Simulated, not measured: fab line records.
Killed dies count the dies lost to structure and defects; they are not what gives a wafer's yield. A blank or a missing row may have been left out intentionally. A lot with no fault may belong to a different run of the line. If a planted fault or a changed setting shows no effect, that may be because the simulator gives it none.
fab line records ; flow n5Finfet
record lots=9; wafers=27; lastDay=18
route steps=1938 shown BEOL_M4@1111 BEOL_M11@1579 BEOL_M12@1602 PASSIVATION@1936
lots that met no fault: from a run of the same line without faults
startH: hours from the record's opening day to when the first of the lot's shown wafers began ; waitH: how many hours have passed since the lot's step before this one ; " unchanged from the row above ; L1.1+2: several wafers, shown together as one row ; - value missing, or start not given ; * or withheld: withheld ; < > ~ a bound
route shown NAME@n: NAME is a module with steps in the file, n the number in the route of the first one ; usual: average and standard deviation across the fault-free wafers ; same: alike in all rows ; chamber/n: place in a boat ; sites: per-site readings ; _std_site: standard deviation across them ; _edge_site: mean of outer sites minus mean of inner sites ; radiusMm: how far each site lies from the wafer's centre ; mask NAME#n: copy n ; behind: the tool/chamber that last shaped the wafer ; hold: reason for holding the lot/hours on hold/outcome of the hold ; device: transistor that didn't switch, given as n, p or np ; end of line: the route-end tests of the same wafers ; a step given without rows: its recipe and nothing more ; killed: dies that structure and defects cost at the first sort, which is not the same as the wafer's yield ; map: the dies of a wafer, with x for killed, . for not killed, _ for no die there
set.NAME: the setting the step ran with; set.NAME@STEP: the setting that earlier step ran with ; model.NAME: the simulator's own value behind a step, which no gauge read
steps of the route over a sample of lots; a table a step, a row a wafer
services: a tool's chamber out of use, with start hour (startH, from the record's first day; less than 0 if before it), hours out, and reason
## steps
# step N5_BEOL_M4_RC_MEAS_101
# usual DIBL_N=36.3/1.9; DIBL_P=36.0/2.1; IOFF_N=0.16/0.031; IOFF_P=0.21/0.035; ION_N=675/14; ION_P=464/8.5; SS_N=71.5/0.6; SS_P=73.3/0.72; VT_N=250/3.2; VT_P=-250/3.1
lot.wafer;tool;chamber;startH;waitH;DIBL_N[mV/V];DIBL_P[mV/V];IOFF_N[nA/um];IOFF_P[nA/um];ION_N[uA/um];ION_P[uA/um];SS_N[mV/dec];SS_P[mV/dec];VT_N[mV];VT_P[mV]
L658.1;prober-02;0;186.04;0.0;36.8;36.4;0.15;0.20;654;452;72.1;73.0;254;-254
L658.3;prober-02;0;186.04;0.0;35.1;34.4;0.13;0.18;664;455;70.7;72.6;253;-253
L658.5;prober-02;0;186.04;0.0;34.9;34.6;0.13;0.18;668;459;71.4;73.1;253;-253
L662.2;prober-01;0;202.23;0.2;33.6;31.7;0.10;0.16;667;464;70.8;71.8;257;-254
L662.3;prober-01;0;202.23;0.2;36.4;35.0;0.14;0.21;675;462;72.4;72.9;252;-248
L662.4;prober-01;0;202.23;0.2;35.0;34.1;0.12;0.20;663;462;70.9;72.1;255;-249
L661.2;prober-02;0;207.27;0.2;39.5;38.3;0.19;0.27;675;465;72.0;73.3;249;-247
L661.3;prober-02;0;207.27;0.2;39.9;38.0;0.22;0.27;672;460;72.6;73.2;247;-244
L661.5;prober-02;0;207.27;0.2;36.4;35.1;0.16;0.22;677;470;70.3;72.6;251;-247
L664.1;prober-01;0;214.27;0.0;35.1;35.4;0.14;0.20;681;474;71.3;72.9;250;-250
L664.2;prober-01;0;214.27;0.0;34.2;34.7;0.13;0.19;668;459;71.3;73.1;254;-251
L664.4;prober-01;0;214.27;0.0;34.3;32.9;0.11;0.15;656;449;71.3;72.6;259;-254
L665.2;prober-01;0;295.61;0.2;38.0;36.9;0.18;0.25;688;464;71.5;73.6;248;-250
L665.4;prober-01;0;295.61;0.2;39.8;38.6;0.22;0.28;686;470;72.1;74.4;247;-246
L665.6;prober-01;0;295.61;0.2;36.5;34.7;0.15;0.21;667;458;71.7;72.7;251;-250
L671.1;prober-01;0;313.40;0.0;38.9;37.9;0.18;0.24;673;462;71.4;74.0;248;-249
L671.2;prober-01;0;313.40;0.0;36.9;34.5;0.15;0.19;673;456;71.2;73.6;249;-252
L671.3;prober-01;0;313.40;0.0;37.8;36.4;0.15;0.22;648;451;72.2;74.2;253;-252
L667.1;prober-02;0;320.06;0.0;37.1;36.4;0.16;0.20;672;461;72.1;73.9;255;-252
L667.2;prober-02;0;320.06;0.0;37.9;38.7;0.19;0.26;674;468;71.9;74.0;250;-248
L667.3;prober-02;0;320.06;0.0;36.8;35.7;0.15;0.21;676;469;71.6;73.9;251;-250
L676.1;prober-02;0;324.58;0.0;35.8;36.4;0.15;0.23;676;469;72.4;73.1;251;-249
L676.4;prober-02;0;324.58;0.0;34.3;34.6;0.13;0.19;673;465;71.7;72.1;253;-250
L676.5;prober-02;0;324.58;0.0;36.3;36.0;0.15;0.21;676;465;72.0;72.5;251;-249
L666.3;prober-01;0;326.96;0.3;36.0;36.1;0.17;0.25;686;473;71.2;72.8;246;-243
L666.4;prober-01;0;326.96;0.3;35.6;35.3;0.16;0.23;681;468;71.7;72.9;247;-249
L666.5;prober-01;0;326.96;0.3;36.2;35.1;0.17;0.22;678;467;71.7;73.2;247;-248
# step N5_BEOL_M11_ETCH_41
# recipe chemistry=CH3F/O2; target=SiCN; targetDepthA=426; taperDeg=2; timeS=86; ionEnergyEv=120; maskMaterial=TiN; pressureMtorr=30; sourceW=395; biasW=75; Ar_flow_sccm=150; CH3F_flow_sccm=30; O2_flow_sccm=20
# usual drypumpMotorCurrentA=5.7/0.71; oesProductAu=0.77/0.09; rfVppV=297.5/1.8; showerheadPlenumPTorr=2.01/0.073; throttleValvePct=16.41/0.25
lot.wafer;tool;chamber;startH;waitH;drypumpMotorCurrentA;oesProductAu;rfHoursCounterH;rfVppV;showerheadPlenumPTorr;throttleValvePct
L658.1;rieDiel-01;3;-;-;4.7;0.69;243;297.0;1.97;16.66
L658.3;rieDiel-01;2;-;-;5.5;0.74;167;296.6;2.00;16.61
L658.5;rieDiel-01;1;-;-;5.2;0.67;-;299.4;2.06;16.42
L662.2;rieDiel-06;3;-;-;5.4;0.73;190;298.4;2.00;16.49
L662.3;rieDiel-06;2;-;-;6.5;0.88;22;297.2;1.97;15.99
L662.4;rieDiel-06;0;-;-;6.4;0.81;89;299.5;2.09;16.05
L661.2;rieDiel-05;0;-;-;6.7;0.69;230;294.3;1.90;16.84
L661.3;rieDiel-05;3;-;-;5.0;0.88;43;300.4;2.11;16.27
L661.5;rieDiel-05;3;-;-;4.9;0.88;-;299.8;2.11;16.26
L664.1;rieDiel-06;3;-;-;5.4;0.72;195;296.5;1.99;16.51
L664.2;rieDiel-06;0;-;-;6.4;0.80;94;299.0;2.09;16.06
L664.4;rieDiel-06;1;-;-;5.4;0.70;210;297.6;1.98;16.44
L665.2;rieDiel-06;0;-;-;6.4;0.77;118;299.6;2.08;16.12
L665.4;rieDiel-06;2;-;-;6.5;0.83;-;297.1;1.96;16.05
L665.6;rieDiel-06;1;-;-;5.4;0.68;-;297.9;1.97;16.52
L671.1;rieDiel-06;1;-;-;5.4;0.68;238;295.8;1.97;16.50
L671.2;rieDiel-06;3;-;-;5.5;0.71;221;296.4;1.98;16.56
L671.3;rieDiel-06;0;-;-;6.4;0.77;123;297.6;2.08;16.12
L667.1;rieDiel-06;1;-;-;5.4;0.68;243;297.9;1.97;16.52
L667.2;rieDiel-06;0;-;-;6.4;0.77;128;299.1;2.08;16.11
L667.3;rieDiel-06;3;-;-;5.5;0.70;227;297.1;1.98;16.55
L676.1;rieDiel-05;3;-;-;5.0;0.83;76;299.6;2.10;16.32
L676.4;rieDiel-05;3;-;-;4.9;0.84;-;300.7;2.10;16.32
L676.5;rieDiel-05;1;-;-;6.7;0.69;-;294.9;1.91;16.66
L666.3;rieDiel-05;0;-;-;6.7;0.91;12;300.2;2.14;16.49
L666.4;rieDiel-05;2;-;-;5.3;0.98;3;299.3;2.06;16.08
L666.5;rieDiel-05;3;-;-;5.0;0.82;-;300.4;2.10;16.32
# step N5_BEOL_M11_OCD_MEAS_38
# usual trenchDepthNm=148.2/2.8
lot.wafer;tool;chamber;startH;waitH;trenchDepthNm
L658.1;ocd-01;-;232.24;-;146.8
L658.3;ocd-01;-;232.24;-;145.4
L658.5;ocd-01;-;232.24;-;149.1
L662.2;ocd-02;-;242.95;-;148.1
L662.3;ocd-02;-;242.95;-;151.4
L662.4;ocd-02;-;242.95;-;147.0
L661.2;ocd-02;-;247.10;-;152.1
L661.3;ocd-02;-;247.10;-;150.0
L661.5;ocd-02;-;247.10;-;149.2
L664.1;ocd-01;-;257.29;-;147.9
L664.2;ocd-01;-;257.29;-;147.7
L664.4;ocd-01;-;257.29;-;143.8
L665.2;ocd-02;-;354.66;-;148.3
L665.4;ocd-02;-;354.66;-;150.7
L665.6;ocd-02;-;354.66;-;145.1
L671.1;ocd-02;-;372.11;-;143.7
L671.2;ocd-02;-;372.11;-;150.5
L671.3;ocd-02;-;372.11;-;147.7
L667.1;ocd-02;-;387.22;-;144.4
L667.2;ocd-02;-;387.22;-;149.0
L667.3;ocd-02;-;387.22;-;148.7
L676.1;ocd-02;-;389.39;-;146.6
L676.4;ocd-02;-;389.39;-;146.2
L676.5;ocd-02;-;389.39;-;142.1
L666.3;ocd-02;-;401.45;-;153.6
L666.4;ocd-02;-;401.45;-;154.6
L666.5;ocd-02;-;401.45;-;148.4
# step N5_BEOL_M11_CURE_72
# recipe tempC=370; timeS=120; ambient=DMADMS/He; material=SiCOH_lowk
# usual lampPowerPct=52.31/0.056; wafer_temp_C_max=372.2/0.76
lot.wafer;tool;chamber;startH;waitH;lampPowerPct;wafer_temp_C_max
L658.1;uvCure-01;2;232.45;0.0;52.37;372.8
L658.3;uvCure-01;2;232.45;0.0;52.33;373.8
L658.5;uvCure-01;2;232.45;0.0;52.29;373.5
L662.2;uvCure-02;0;243.19;0.1;52.30;372.1
L662.3;uvCure-02;0;243.19;0.1;52.27;372.2
L662.4;uvCure-02;0;243.19;0.1;52.26;372.2
L661.2;uvCure-02;2;247.35;0.1;52.27;370.8
L661.3;uvCure-02;2;247.35;0.1;52.36;371.1
L661.5;uvCure-02;2;247.35;0.1;52.36;371.2
L664.1;uvCure-03;0;257.48;0.0;52.32;372.7
L664.2;uvCure-03;0;257.48;0.0;52.28;372.2
L664.4;uvCure-03;0;257.48;0.0;52.34;373.1
L665.2;uvCure-02;1;354.90;0.1;52.37;371.4
L665.4;uvCure-02;1;354.90;0.1;52.32;372.2
L665.6;uvCure-02;1;354.90;0.1;52.29;372.8
L671.1;uvCure-01;2;372.32;0.0;52.33;372.3
L671.2;uvCure-01;2;372.32;0.0;52.28;372.8
L671.3;uvCure-01;2;372.32;0.0;52.28;372.6
L667.1;uvCure-03;0;387.43;0.0;52.31;372.9
L667.2;uvCure-03;0;387.43;0.0;52.33;372.3
L667.3;uvCure-03;0;387.43;0.0;52.37;373.5
L676.1;uvCure-03;1;389.59;0.0;52.30;371.4
L676.4;uvCure-03;1;389.59;0.0;52.25;371.5
L676.5;uvCure-03;1;389.59;0.0;52.29;372.0
L666.3;uvCure-01;0;401.74;0.1;52.27;374.1
L666.4;uvCure-01;0;401.74;0.1;52.33;372.5
L666.5;uvCure-01;0;401.74;0.1;52.28;373.0
# step N5_BEOL_M12_ILD_DEP_00
# recipe material=SiOC; targetThkA=6589.2; tempC=350; precursor=DEMS/O2; pressureTorr=5; rfW=500; timeS=130.7
# usual chamberPressureTorr=5.001/0.011; heaterPowerOuterW=266/74; heaterPowerW=506/110; showerheadPlenumPTorr=5.694/0.019; throttleValvePct=12.2/0.73
lot.wafer;tool;chamber;startH;waitH;chamberPressureTorr;heaterPowerOuterW;heaterPowerW;showerheadPlenumPTorr;throttleValvePct
L658.1;pecvd-04;1;234.72;0.2;4.990;242;445;5.727;11.8
L658.3;pecvd-04;2;234.72;0.2;5.008;135;331;5.687;10.6
L658.5;pecvd-04;2;234.72;0.2;5.002;159;361;5.677;10.5
L662.2;pecvd-01;2;245.07;0.0;5.006;364;672;5.666;11.4
L662.3;pecvd-01;1;245.07;0.0;4.995;241;487;5.702;12.1
L662.4;pecvd-01;2;245.07;0.0;5.018;402;718;5.676;11.4
L661.2;pecvd-02;0;249.18;0.0;4.990;284;508;5.688;12.6
L661.3;pecvd-02;2;249.18;0.0;5.026;291;579;5.675;11.8
L661.5;pecvd-02;0;249.18;0.0;4.998;206;402;5.701;12.6
L664.1;pecvd-04;2;261.07;0.0;5.006;174;384;5.673;10.7
L664.2;pecvd-04;0;261.07;0.0;4.982;233;474;5.706;12.7
L664.4;pecvd-04;1;261.07;0.0;4.987;278;488;5.699;12.0
L665.2;pecvd-01;2;358.75;0.0;5.003;417;752;5.656;11.5
L665.4;pecvd-01;2;358.75;0.0;5.001;460;758;5.676;11.5
L665.6;pecvd-01;2;358.75;0.0;5.005;341;635;5.667;11.6
L671.1;pecvd-02;0;375.48;0.0;4.987;276;504;5.694;12.7
L671.2;pecvd-02;1;375.48;0.0;4.999;241;453;5.682;12.2
L671.3;pecvd-02;2;375.48;0.0;5.005;338;645;5.679;12.0
L667.1;pecvd-02;1;391.24;0.0;4.988;253;474;5.689;12.0
L667.2;pecvd-02;0;391.24;0.0;5.032;251;472;5.697;12.9
L667.3;pecvd-02;2;391.24;0.0;5.010;285;581;5.677;12.1
L676.1;pecvd-04;2;391.65;0.0;4.982;170;372;5.661;10.6
L676.4;pecvd-04;2;391.65;0.0;4.993;177;397;5.685;10.7
L676.5;pecvd-04;0;391.65;0.0;4.995;213;447;5.712;13.0
L666.3;pecvd-02;1;404.34;0.0;4.998;262;495;5.689;12.3
L666.4;pecvd-02;0;404.34;0.0;4.997;211;401;5.682;12.4
L666.5;pecvd-02;1;404.34;0.0;4.969;273;501;5.694;12.3
# step N5_BEOL_M12_THK_MEAS_01
# recipe reads=SiOC_of_BEOL_M12_ILD_DEP_00
# usual M12_ILD_THK=662/8.9
lot.wafer;tool;chamber;startH;waitH;M12_ILD_THK[nm]
L658.1;filmMetro-02;-;234.86;0.1;650
L658.3;filmMetro-02;-;234.86;0.1;659
L658.5;filmMetro-02;-;234.86;0.1;665
L662.2;filmMetro-02;-;245.20;0.1;653
L662.3;filmMetro-02;-;245.20;0.1;644
L662.4;filmMetro-02;-;245.20;0.1;654
L661.2;filmMetro-01;-;249.31;0.1;662
L661.3;filmMetro-01;-;249.31;0.1;666
L661.5;filmMetro-01;-;249.31;0.1;668
L664.1;filmMetro-02;-;261.20;0.1;667
L664.2;filmMetro-02;-;261.20;0.1;662
L664.4;filmMetro-02;-;261.20;0.1;663
L665.2;filmMetro-02;-;358.95;0.1;654
L665.4;filmMetro-02;-;358.95;0.1;672
L665.6;filmMetro-02;-;358.95;0.1;664
L671.1;filmMetro-01;-;375.61;0.1;657
L671.2;filmMetro-01;-;375.61;0.1;652
L671.3;filmMetro-01;-;375.61;0.1;665
L667.1;filmMetro-02;-;391.37;0.1;555
L667.2;filmMetro-02;-;391.37;0.1;657
L667.3;filmMetro-02;-;391.37;0.1;668
L676.1;filmMetro-02;-;391.78;0.1;664
L676.4;filmMetro-02;-;391.78;0.1;663
L676.5;filmMetro-02;-;391.78;0.1;684
L666.3;filmMetro-02;-;404.47;0.1;547
L666.4;filmMetro-02;-;404.47;0.1;664
L666.5;filmMetro-02;-;404.47;0.1;564
# step N5_BEOL_M12_OCD_MEAS_35
# usual trenchDepthNm=319/4.1
lot.wafer;tool;chamber;startH;waitH;trenchDepthNm
L658.1;ocd-01;-;236.97;0.0;322
L658.3;ocd-01;-;236.97;0.0;328
L658.5;ocd-01;-;236.97;0.0;319
L662.2;ocd-02;-;248.91;0.0;324
L662.3;ocd-02;-;248.91;0.0;320
L662.4;ocd-02;-;248.91;0.0;325
L661.2;ocd-01;-;251.35;0.0;324
L661.3;ocd-01;-;251.35;0.0;320
L661.5;ocd-01;-;251.35;0.0;322
L664.1;ocd-01;-;263.14;0.0;310
L664.2;ocd-01;-;263.14;0.0;318
L664.4;ocd-01;-;263.14;0.0;328
L665.2;ocd-01;-;360.91;0.0;318
L665.4;ocd-01;-;360.91;0.0;316
L665.6;ocd-01;-;360.91;0.0;323
L671.1;ocd-02;-;378.15;0.0;322
L671.2;ocd-02;-;378.15;0.0;320
L671.3;ocd-02;-;378.15;0.0;315
L667.1;ocd-01;-;393.22;0.0;236
L667.2;ocd-01;-;393.22;0.0;326
L667.3;ocd-01;-;393.22;0.0;321
L676.1;ocd-02;-;393.64;0.0;316
L676.4;ocd-02;-;393.64;0.0;315
L676.5;ocd-02;-;393.64;0.0;313
L666.3;ocd-01;-;406.59;0.0;229
L666.4;ocd-01;-;406.59;0.0;313
L666.5;ocd-01;-;406.59;0.0;247
# step N5_PASSIVATION_PROBE_49
# usual defectLimitedYield=91.0/1.5; killed_at_M0_to_M3=32/9.6; killed_at_M4_up=13/4.7; killedAtContacts=13/7.2; killedAtFrontEnd=44/13; killedAtOther=4/3.4; killedDies=106/18; killedOpen=70/13; killedShort=35/8; sort_bin_5_function=5.3/0.97; sort_bin_6_memory=3.4/0.73; sortNPass=1074/18; sortYieldPct=91.0/1.5
# same grossDies=1180; killedAtBackSide=0; sort_bin_4_leakage[%]=0; sort_bin_8_speed[%]=0
lot.wafer;tool;chamber;startH;waitH;defectLimitedYield[%];killed_at_M0_to_M3;killed_at_M4_up;killedAtContacts;killedAtFrontEnd;killedAtOther;killedDies;killedOpen;killedShort;sort_bin_5_function[%];sort_bin_6_memory[%];sortNPass;sortYieldPct[%]
L661.2;prober-02;-;290.53;0.1;91.1;33;15;7;36;14;105;68;35;5.3;3.3;1075;91.1
L661.3;prober-02;-;290.58;0.1;92.1;28;19;7;38;1;93;58;34;4.6;2.8;1087;92.1
L661.5;prober-02;-;290.68;0.2;91.3;35;18;3;45;2;103;60;40;4.9;3.6;1077;91.3
L664.1;prober-02;-;296.23;0.3;89.7;34;13;29;46;0;122;81;41;6.5;3.6;1058;89.7
L664.2;prober-02;-;296.28;0.3;90.9;51;9;16;24;7;107;72;35;5.5;3.5;1073;90.9
L664.4;prober-02;-;296.38;0.4;91.7;26;19;15;35;3;98;68;30;4.4;3.8;1082;91.7
L676.1;prober-01;-;432.54;0.0;92.1;27;17;8;36;5;93;61;32;4.0;3.7;1087;92.1
L676.4;prober-01;-;432.69;0.2;92.5;25;12;7;41;3;88;51;37;4.3;2.7;1092;92.5
L676.5;prober-01;-;432.74;0.2;90.4;35;18;14;44;2;113;78;35;5.7;3.6;1067;90.4
L666.3;prober-02;-;442.20;0.1;73.5;23;220;21;46;3;313;85;29;22.7;3.7;867;73.5
L666.4;prober-02;-;442.25;0.2;90.8;30;20;16;40;3;109;82;26;5.3;3.6;1071;90.8
L666.5;prober-02;-;442.30;0.2;80.9;41;110;43;31;0;225;86;41;14.1;4.2;955;80.9
L667.1;prober-01;-;442.27;0.0;77.0;38;173;12;33;15;271;81;34;18.6;3.8;909;77.0
L667.2;prober-01;-;442.32;0.1;92.7;24;16;4;35;7;86;59;23;3.9;3.3;1094;92.7
L667.3;prober-01;-;442.37;0.1;93.2;25;7;6;39;3;80;54;25;4.0;2.3;1100;93.2
# killed by level:class
L661.2 BEOL_M0_SAQP:geometricParticle:open=11 BEOL_M0_SAQP:geometricParticle:short=11 BEOL_M4:geometricParticle:open=9 FIN_SAQP:geometricParticle:open=7 STI_FIN_REVEAL:geometricParticle:open=7 BEOL_M2:geometricParticle:open=5 PASS1_CAP:geometricParticle:open=5 DUMMY_GATE:geometricParticle:open=4
L661.3 BEOL_M4:geometricParticle:open=11 BEOL_M0_SAQP:geometricParticle:open=9 FIN_SAQP:geometricParticle:short=8 BEOL_M0_SAQP:geometricParticle:short=8 MOL_CONTACT_COAG:geometricParticle:open=7 FIN_SAQP:geometricParticle:open=5 STI_FIN_REVEAL:geometricParticle:open=5 DUMMY_GATE:geometricParticle:open=5
L661.5 FIN_SAQP:geometricParticle:short=11 BEOL_M2:geometricParticle:open=9 DUMMY_GATE:geometricParticle:open=8 BEOL_M4:geometricParticle:open=8 FIN_SAQP:geometricParticle:open=7 GATE_CUT:geometricParticle:short=7 STI_FIN_REVEAL:geometricParticle:open=6 BEOL_M0_SAQP:geometricParticle:short=6
L664.1 MOL_CONTACT_COAG:geometricParticle:open=25 FIN_SAQP:geometricParticle:short=15 FIN_SAQP:geometricParticle:open=13 BEOL_M4:geometricParticle:open=10 BEOL_M0_SAQP:geometricParticle:open=10 BEOL_M0_SAQP:geometricParticle:short=9 BEOL_M3:geometricParticle:open=9 STARTING-WAFER:geometricParticle:short=7
L664.2 BEOL_M3:geometricParticle:open=13 MOL_CONTACT_COAG:geometricParticle:open=13 BEOL_M0_SAQP:geometricParticle:open=11 BEOL_M0_SAQP:geometricParticle:short=11 FIN_SAQP:geometricParticle:open=7 BEOL_M1:geometricParticle:open=6 FIN_SAQP:geometricParticle:short=5 BEOL_M2:geometricParticle:open=4
L664.4 MOL_CONTACT_COAG:geometricParticle:open=14 FIN_SAQP:geometricParticle:open=9 FIN_SAQP:geometricParticle:short=8 BEOL_M4:geometricParticle:open=8 BEOL_M0_SAQP:geometricParticle:short=6 BEOL_M3:geometricParticle:open=6 STI_FIN_REVEAL:geometricParticle:open=5 BEOL_M0_SAQP:geometricParticle:open=4
L676.1 STI_FIN_REVEAL:geometricParticle:open=9 FIN_SAQP:geometricParticle:open=7 BEOL_M4:geometricParticle:open=7 FIN_SAQP:geometricParticle:short=5 MOL_CONTACT_COAG:geometricParticle:open=5 BEOL_M1:geometricParticle:open=5 BEOL_M3:geometricParticle:open=5 DUMMY_GATE:geometricParticle:open=4
L676.4 BEOL_M1:geometricParticle:open=8 STI_FIN_REVEAL:geometricParticle:open=6 GATE_CUT:geometricParticle:short=6 BEOL_M0_SAQP:geometricParticle:open=6 BEOL_M4:geometricParticle:open=6 DUMMY_GATE:geometricParticle:short=5 MOL_CONTACT_COAG:geometricParticle:open=5 FIN_SAQP:geometricParticle:open=4
L676.5 MOL_CONTACT_COAG:geometricParticle:open=14 FIN_SAQP:geometricParticle:open=12 STI_FIN_REVEAL:geometricParticle:open=11 FIN_SAQP:geometricParticle:short=10 BEOL_M4:geometricParticle:open=9 BEOL_M1:geometricParticle:open=9 BEOL_M0_SAQP:geometricParticle:open=6 BEOL_M0_SAQP:geometricParticle:short=4
L666.3 BEOL_M12:areaEtch=199 FIN_SAQP:geometricParticle:open=20 MOL_CONTACT_COAG:geometricParticle:open=17 BEOL_M4:geometricParticle:open=9 BEOL_M1:geometricParticle:open=6 BEOL_M5:geometricParticle:open=6 GATE_CUT:geometricParticle:short=5 FIN_SAQP:geometricParticle:short=4
L666.4 MOL_CONTACT_COAG:geometricParticle:open=13 BEOL_M4:geometricParticle:open=13 FIN_SAQP:geometricParticle:open=12 STI_FIN_REVEAL:geometricParticle:open=7 BEOL_M3:geometricParticle:open=6 BEOL_M0:geometricParticle:open=5 DUMMY_GATE:geometricParticle:open=5 BEOL_M1:geometricParticle:open=5
L667.1 BEOL_M12:areaEtch=154 BEOL_M1:geometricParticle:open=15 FIN_SAQP:geometricParticle:open=13 MOL_CONTACT_COAG:geometricParticle:open=9 BEOL_M0_SAQP:geometricParticle:short=7 BEOL_M3:geometricParticle:open=7 BEOL_M5:geometricParticle:open=7 PASS1_CAP:geometricParticle:open=6
L666.5 BEOL_M12:areaEtch=93 MOL_CONTACT_COAG:geometricParticle:open=34 BEOL_M0_SAQP:geometricParticle:short=11 MOL_CONTACT_COAG:geometricParticle:short=9 BEOL_M1:geometricParticle:open=9 FIN_SAQP:geometricParticle:open=7 BEOL_M4:geometricParticle:open=7 BEOL_M0_SAQP:geometricParticle:open=6
L667.2 FIN_SAQP:geometricParticle:open=7 DUMMY_GATE:geometricParticle:open=7 BEOL_M3:geometricParticle:open=7 BEOL_M0_SAQP:geometricParticle:short=5 BEOL_M1:geometricParticle:open=5 FIN_SAQP:geometricParticle:short=4 STI_FIN_REVEAL:geometricParticle:open=4 MOL_CONTACT_COAG:geometricParticle:open=4
L667.3 FIN_SAQP:geometricParticle:open=10 STI_FIN_REVEAL:geometricParticle:open=5 BEOL_M1:geometricParticle:open=5 BEOL_M2:geometricParticle:open=5 STARTING-WAFER:geometricParticle:open=5 MOL_CONTACT_COAG:geometricParticle:open=4 FIN_SAQP:geometricParticle:short=3 DUMMY_GATE:geometricParticle:open=3
## services
tool;chamber;startH;hours;kind
pecvd-02;0;231.36;2.1;scheduledDown
pecvd-02;1;236.93;5.5;scheduledDown
uvCure-03;-;252.65;0.8;repair
rieDiel-05;-;253.99;4.3;pm
uvCure-01;-;272.32;13.0;repair
pecvd-02;0;279.40;5.5;scheduledDown
rieDiel-05;-;284.08;2.4;repair
uvCure-02;-;287.62;10.7;repair
uvCure-01;-;287.82;0.8;repair
rieDiel-01;1;294.48;7.1;repair
pecvd-04;2;301.30;3.7;repair
pecvd-04;0;312.35;5.5;scheduledDown
pecvd-01;2;319.35;3.9;repair
rieDiel-05;-;320.91;14.6;pm
rieDiel-05;0;348.78;2.5;repair
rieDiel-06;3;349.43;8.6;repair
pecvd-01;0;353.90;7.0;repair
rieDiel-05;0;357.79;-;clean
rieDiel-01;0;362.90;12.3;repair
pecvd-02;-;365.26;3.4;repair
rieDiel-05;1;368.33;8.1;repair
pecvd-01;1;380.68;10.6;repair
uvCure-02;-;396.21;1.5;repair
pecvd-01;1;401.37;4.0;repair
## key
firstSign step=N5_BEOL_M12_THK_MEAS_01; reading=M12_ILD_THK; direction=down; sigmas=12; usual=662; struck=555
effect step=N5_BEOL_M12_OCD_MEAS_35; reading=trenchDepthNm; direction=down; sigmas=20; usual=319; struck=238
effect step=N5_PASSIVATION_PROBE_49; reading=killed_at_M4_up; direction=up; sigmas=33; usual=13; struck=168
moreKillsBornAt N5_BEOL_M12_VIA_ETCH_16@rieDiel-03=446
metAt N5_BEOL_M12_ILD_DEP_00
struckLots L666,L667
struckWafers L666.3,L666.5,L667.1
notActingAt N5_BEOL_M11_ETCH_41,N5_BEOL_M11_OCD_MEAS_38,N5_BEOL_M11_CURE_72
onsetBetween 375.48 391.24
fault kind=siteProfileDrift; tool=pecvd-02; chamber=1; onsetH=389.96; steps=N5_BEOL_M12_ILD_DEP_00; basis=fraction; maxAbsDrift=0.33565; slopeSharePerHr=74.59; sitePattern=0,0,0,0,0,-1,-1,-1,-1
